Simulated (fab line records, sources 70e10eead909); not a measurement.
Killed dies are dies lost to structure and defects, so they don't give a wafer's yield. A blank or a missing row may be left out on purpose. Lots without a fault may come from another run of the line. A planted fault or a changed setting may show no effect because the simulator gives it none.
fab line records | flow nand_harc
record lots=5 wafers=15 last_day=31
route steps=1302 shown A_CONTACT@990
lots that met no fault: from a run of the same line without faults
start_h: hours from the record's first day to the start of the lot's first wafer shown | wait_h: hours since the lot's step before | " the same as in the row above | L1.1+2: a row that stands for several wafers | - no value, or no start given | * or withheld: withheld | < > ~ a bound
route shown NAME@n: a module of which the file shows steps, and the number in the route of the first | usual: mean/standard deviation of fault-free wafers | same: alike in all rows | chamber/n: place in a boat | sites: the reading at each site | _std_site: their standard deviation | _edge_site: outer sites' mean less inner sites' | radius_mm: how far each site lies from the wafer's centre | mask NAME#n: copy n | behind: the tool/chamber that last shaped the wafer | hold: why the lot was held/for how many hours/how that ended | device: the transistor (n, p or np) that didn't switch | end of line: the same wafers' tests at the end of the route | a step without rows: its recipe alone | killed: dies lost to structure and defects at the first sort, not the wafer's yield | map: a wafer's dies, x killed, . not, _ none there
set.NAME: the setting as run; set.NAME@STEP: as run at that earlier step | model.NAME: the simulator's own value behind a step, which no gauge read
lots at some steps of the route; a table a step, a row a wafer
services: from which hour (start_h, from the record's first day; less than 0 if before it) a tool's chamber was out of use, for how many hours, and why
## steps
# step NHARC_A_CONTACT_COAT_35
# recipe temp_c=225 time_s=65
# step NHARC_A_CONTACT_COAT_36
# recipe spin_rpm=1500 resist_thk_nm=90
# step NHARC_A_CONTACT_SOFTBAKE_37
# recipe temp_c=105 time_s=55
# step NHARC_A_CONTACT_EBR_38
# step NHARC_A_CONTACT_EXPOSE_39
# recipe na=1.35 sigma_outer=0.8 dose_mj=58.79 mask_id=A_CC_3
# step NHARC_A_CONTACT_PEB_40
# recipe peb_temp_c=100 peb_time_s=65
# step NHARC_A_CONTACT_DEVELOP_41
# recipe develop_time_s=35 dev_temp_c=23
# step NHARC_A_CONTACT_CD_MEAS_42
# recipe target_cd_nm=300 landing_energy_ev=500
# usual cd_nm=300.2/0.72
# columns lot.wafer tool chamber start_h wait_h cd_nm
L750.2 cd_sem-01 0 506.72 - 300.4
L750.4 " 0 " " 300.6
L750.6 " 0 " " 300.2
L757.3 cd_sem-01 0 587.40 - 298.5
L757.5 " 0 " " 299.2
L757.6 " 0 " " 300.0
L758.1 cd_sem-02 0 588.81 - 299.8
L758.3 " 0 " " 301.2
L758.4 " 0 " " 300.0
L764.1 cd_sem-03 0 636.74 - 300.8
L764.2 " 0 " " 301.9
L764.4 " 0 " " 301.1
L766.2 cd_sem-02 0 657.00 - 300.7
L766.5 " 0 " " 299.2
L766.6 " 0 " " 299.9
# step NHARC_A_CONTACT_OVL_MEAS_43
# usual overlay_x_nm=0.2/0.87 overlay_y_nm=0.0/0.8
# columns lot.wafer tool chamber start_h wait_h overlay_x_nm overlay_y_nm
L750.2 overlay-01 - 506.80 - 0.7 -0.5
L750.4 " - " " 0.6 -0.5
L750.6 " - " " 0.6 -0.4
L757.3 overlay-01 - 587.49 - 2.1 -0.2
L757.5 " - " " 2.9 0.2
L757.6 " - " " 1.4 0.6
L758.1 overlay-02 - 588.90 - 0.7 1.7
L758.3 " - " " 0.8 2.2
L758.4 " - " " 0.5 1.5
L764.1 overlay-02 - 636.82 - -0.3 0.0
L764.2 " - " " -0.3 0.1
L764.4 " - " " -0.6 0.2
L766.2 overlay-01 - 657.08 - 0.1 0.2
L766.5 " - " " 0.5 0.2
L766.6 " - " " 0.6 0.1
# step NHARC_A_CONTACT_INSPECT_44
# usual raw_defect_count=85/31
# columns lot.wafer tool chamber start_h wait_h raw_defect_count
L750.2 defect_inspect-02 - 506.84 0.0 68
L750.4 " - " " 67
L750.6 " - " " 60
L757.3 defect_inspect-01 - 587.52 0.0 61
L757.5 " - " " 61
L757.6 " - " " 65
L758.1 defect_inspect-02 - 588.94 0.0 109
L758.3 " - " " 140
L758.4 " - " " 131
L764.1 defect_inspect-02 - 636.86 0.0 24
L764.2 " - " " 22
L764.4 " - " " 18
L766.2 defect_inspect-02 - 657.12 0.0 116
L766.5 " - " " 121
L766.6 " - " " 125
# step NHARC_A_CONTACT_DESCUM_47
# recipe time_s=3 o2_flow_sccm=200 ar_flow_sccm=0 bias_power_w=0 chemistry=O2
# usual drypump_motor_current_A=5.6/0.42 oes_product_au=1.002/0.013 rf_vpp_V=58.1/0.86 showerhead_plenum_p_Torr=1.96/0.08 throttle_valve_pct=11.311/0.0078
# columns lot.wafer tool chamber start_h wait_h drypump_motor_current_A oes_product_au rf_hours_counter_h rf_vpp_V showerhead_plenum_p_Torr throttle_valve_pct
L750.2 rie_diel-10 1 506.90 0.1 5.2 0.994 15 57.7 1.94 11.308
L750.4 " 3 " " 5.9 1.000 32 57.5 2.07 11.300
L750.6 " 2 " " 5.7 1.005 - 57.9 1.88 11.313
L757.3 rie_diel-10 0 587.61 0.1 5.6 0.990 52 58.3 1.88 11.318
L757.5 " 1 " " 5.2 0.993 - 58.3 1.93 11.305
L757.6 " 2 " " 5.7 0.990 - 58.1 1.87 11.303
L758.1 rie_diel-03 0 589.01 0.1 5.5 1.002 21 59.4 2.07 11.300
L758.3 " 1 " " 5.8 1.014 19 57.0 1.82 11.309
L758.4 " 2 " " 6.3 1.000 19 59.2 1.94 11.297
L764.1 rie_diel-10 2 636.92 0.1 5.7 1.002 8 58.8 1.87 11.301
L764.2 " 0 " " 5.6 1.013 11 55.9 1.88 11.319
L764.4 " 1 " " 5.2 0.999 9 57.3 1.93 11.314
L766.2 rie_diel-03 0 657.19 0.1 5.4 0.996 2 57.6 2.07 11.300
L766.5 " 3 " " 4.9 1.015 - 57.6 2.00 11.316
L766.6 " 0 " " 5.5 1.000 - 58.3 2.07 11.302
# step NHARC_A_CONTACT_ETCH_48
# recipe target_depth_a=390 over_etch_frac=0.3 time_s=65 ion_energy_ev=80 cf4_flow_sccm=150 ar_flow_sccm=0 rf_w=300 bias_w=100 chemistry=CF4
# usual cf4_flow_sccm=150.1/0.43 drypump_motor_current_A=5.7/0.4 oes_product_au=1.003/0.013 over_etch_frac=0.3/0 rf_vpp_V=151.8/1.2 showerhead_plenum_p_Torr=1.80/0.071 throttle_valve_pct=13.285/0.0094
# columns lot.wafer tool chamber start_h wait_h cf4_flow_sccm drypump_motor_current_A oes_product_au over_etch_frac rf_hours_counter_h rf_vpp_V showerhead_plenum_p_Torr throttle_valve_pct
L750.2 rie_diel-10 3 506.99 0.1 150.5 5.9 0.986 0.3 32 152.6 1.90 13.290
L750.4 " 1 " " 150.0 5.2 0.979 0.3 15 151.6 1.79 13.287
L750.6 " 2 " " 150.2 5.7 0.986 0.3 - 150.8 1.74 13.274
L757.3 rie_diel-10 1 587.85 0.2 150.3 5.2 0.992 0.3 41 150.3 1.78 13.266
L757.5 " 0 " " 149.7 5.6 0.986 0.3 - 151.1 1.74 13.278
L757.6 " 1 " " 151.0 5.2 0.994 0.3 - 151.6 1.78 13.276
L758.3 rie_diel-03 1 589.08 0.1 150.5 5.8 1.027 0.3 19 151.2 1.69 13.304
L758.1 " 3 " " 150.1 4.9 1.005 0.3 21 152.6 1.85 13.291
L758.4 " 0 " " 149.7 5.5 0.999 0.3 21 152.0 1.90 13.282
L764.1 rie_diel-10 1 637.01 0.1 150.3 5.2 0.989 0.3 9 150.9 1.78 13.281
L764.4 " 2 " " 150.4 5.7 0.999 0.3 8 149.4 1.73 13.283
L764.2 " 3 " " 149.9 5.9 1.017 0.3 10 152.0 1.89 13.288
L766.2 rie_diel-03 3 657.28 0.1 150.0 4.9 1.027 0.3 3 153.2 1.85 13.282
L766.5 " 1 " " 150.8 5.8 1.002 0.3 - 150.5 1.69 13.297
L766.6 " 2 " " 150.1 6.3 1.015 0.3 - 153.6 1.79 13.296
# step NHARC_A_CONTACT_ETCH_49
# recipe target_depth_a=2600 over_etch_frac=0.3 time_s=475.3 ion_energy_ev=200 n2_flow_sccm=150 h2_flow_sccm=150 ar_flow_sccm=0 rf_w=400 bias_w=150 chemistry=N2/H2
# usual drypump_motor_current_A=5.7/0.4 oes_product_au=1.002/0.013 over_etch_frac=0.3/0 rf_vpp_V=431.9/2.7 showerhead_plenum_p_Torr=2.09/0.091 throttle_valve_pct=14.171/0.0081
# columns lot.wafer tool chamber start_h wait_h drypump_motor_current_A oes_product_au over_etch_frac rf_hours_counter_h rf_vpp_V showerhead_plenum_p_Torr throttle_valve_pct
L750.4 rie_diel-10 0 507.11 - 5.7 0.996 0.3 27 429.3 2.01 14.162
L750.2 " 2 " " 5.7 1.000 0.3 32 430.1 2.00 14.178
L750.6 " 0 " " 5.7 0.991 0.3 - 429.3 2.01 14.176
L758.4 rie_diel-03 0 589.17 - 5.5 0.993 0.3 21 436.4 2.21 14.170
L758.3 " 1 " " 5.8 1.032 0.32319 19 426.5 1.94 14.182
L758.1 " 3 " " 5.0 1.010 0.3 21 434.2 2.14 14.168
L757.3 rie_diel-10 1 590.73 - 5.2 0.993 0.3 43 431.0 2.06 14.172
L757.5 " 1 " " 5.2 1.000 0.3 - 430.2 2.06 14.184
L757.6 " 2 " " 5.7 0.998 0.3 - 428.6 1.99 14.162
L764.2 rie_diel-10 1 637.10 - 5.2 1.001 0.3 9 431.2 2.06 14.171
L764.1 " 2 " " 5.7 0.999 0.3 8 427.7 1.99 14.166
L764.4 " 0 " " 5.7 1.003 0.3 11 428.5 2.00 14.174
L766.2 rie_diel-03 1 657.36 - 5.8 0.998 0.3 3 426.4 1.94 14.176
L766.5 " 1 " " 5.8 0.997 0.3 - 428.1 1.94 14.167
L766.6 " 2 " " 6.3 1.009 0.3 - 429.8 2.06 14.181
# step NHARC_A_CONTACT_ETCH_50
# recipe target_depth_a=1210 time_s=60.5 cf4_flow_sccm=100 chf3_flow_sccm=30 ar_flow_sccm=0 rf_w=500 bias_w=200 chemistry=CF4/CHF3
# usual cf4_flow_sccm=100.01/0.3 drypump_motor_current_A=5.7/0.41 oes_product_au=0.956/0.025 rf_vpp_V=371.7/2.3 showerhead_plenum_p_Torr=1.61/0.063 throttle_valve_pct=16.803/0.0094
# columns lot.wafer tool chamber start_h wait_h cf4_flow_sccm drypump_motor_current_A oes_product_au rf_hours_counter_h rf_vpp_V showerhead_plenum_p_Torr throttle_valve_pct
L750.2 rie_diel-10 2 - - 99.65 5.7 0.947 32 368.3 1.55 16.794
L750.4 " 3 " " 99.85 5.9 0.966 33 374.0 1.69 16.818
L750.6 " 1 " " 100.19 5.2 0.938 - 371.7 1.59 16.788
L758.3 rie_diel-03 2 - - 99.64 6.3 0.934 19 370.6 1.59 16.812
L758.4 " 3 " " 100.31 5.0 0.941 21 374.7 1.65 16.799
L758.1 " 1 " " 99.86 5.8 0.957 20 368.6 1.50 16.801
L757.3 rie_diel-10 2 - - 100.55 5.7 0.921 61 368.8 1.54 16.800
L757.5 " 0 " " 99.75 5.7 0.916 - 367.8 1.55 16.812
L757.6 " 1 " " 99.56 5.2 0.919 - 370.7 1.59 16.803
L764.1 rie_diel-10 0 - - 99.82 5.6 0.995 11 370.1 1.54 16.784
L764.2 " 1 " " 100.01 5.2 0.984 9 370.4 1.58 16.810
L764.4 " 3 " " 100.16 5.9 0.969 10 374.0 1.68 16.800
L766.2 rie_diel-03 1 - - 99.93 5.8 0.987 4 367.8 1.50 16.805
L766.6 " 1 " " 100.19 5.8 0.968 - 367.1 1.50 16.809
L766.5 " 2 " " 100.24 6.3 0.980 - 369.4 1.59 16.801
## services
# columns tool chamber start_h hours kind
rie_diel-10 0 502.47 - clean
rie_diel-10 1 502.47 - clean
rie_diel-10 2 502.47 - clean
rie_diel-10 3 502.47 - clean
rie_diel-10 0 527.75 - clean
rie_diel-10 1 527.75 - clean
rie_diel-10 2 527.75 - clean
rie_diel-10 3 527.75 - clean
rie_diel-03 2 530.60 5.0 repair
rie_diel-10 0 552.25 - clean
rie_diel-10 1 552.25 - clean
rie_diel-10 2 552.25 - clean
rie_diel-10 3 552.25 - clean
rie_diel-10 0 576.75 - clean
rie_diel-10 1 576.75 - clean
rie_diel-10 2 576.75 - clean
rie_diel-10 3 576.75 - clean
rie_diel-10 - 596.86 9.0 pm
rie_diel-10 0 596.86 9.0 vent_cycle
rie_diel-10 1 596.86 9.0 vent_cycle
rie_diel-10 2 596.86 9.0 vent_cycle
rie_diel-10 3 596.86 9.0 vent_cycle
rie_diel-10 0 605.86 - clean
rie_diel-03 - 635.30 9.0 pm
## key
first_sign step=NHARC_A_CONTACT_ETCH_49 reading=over_etch_frac direction=up sigmas=99+ usual=0.3 struck=0.32319
effect none on later readings
met_at NHARC_A_CONTACT_ETCH_49
struck_wafers L758.3
tester_left_out L758
fault kind=process_parameter_drift tool=rie_diel-03 chamber=1 onset_h=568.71 steps=NHARC_A_CONTACT_ETCH_49 channel=over_etch_frac offset=0.023185 shape=step end_h=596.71 acts_in=these_recipes_only stated=0.3
# tester_left_out: of these lots the tester's yield and bins aren't shown, on N5 and GAA mostly nor the transistor test; their killed dies are dies lost to structure and defects alone, not to doping, threshold or leakage, so they don't give the yield
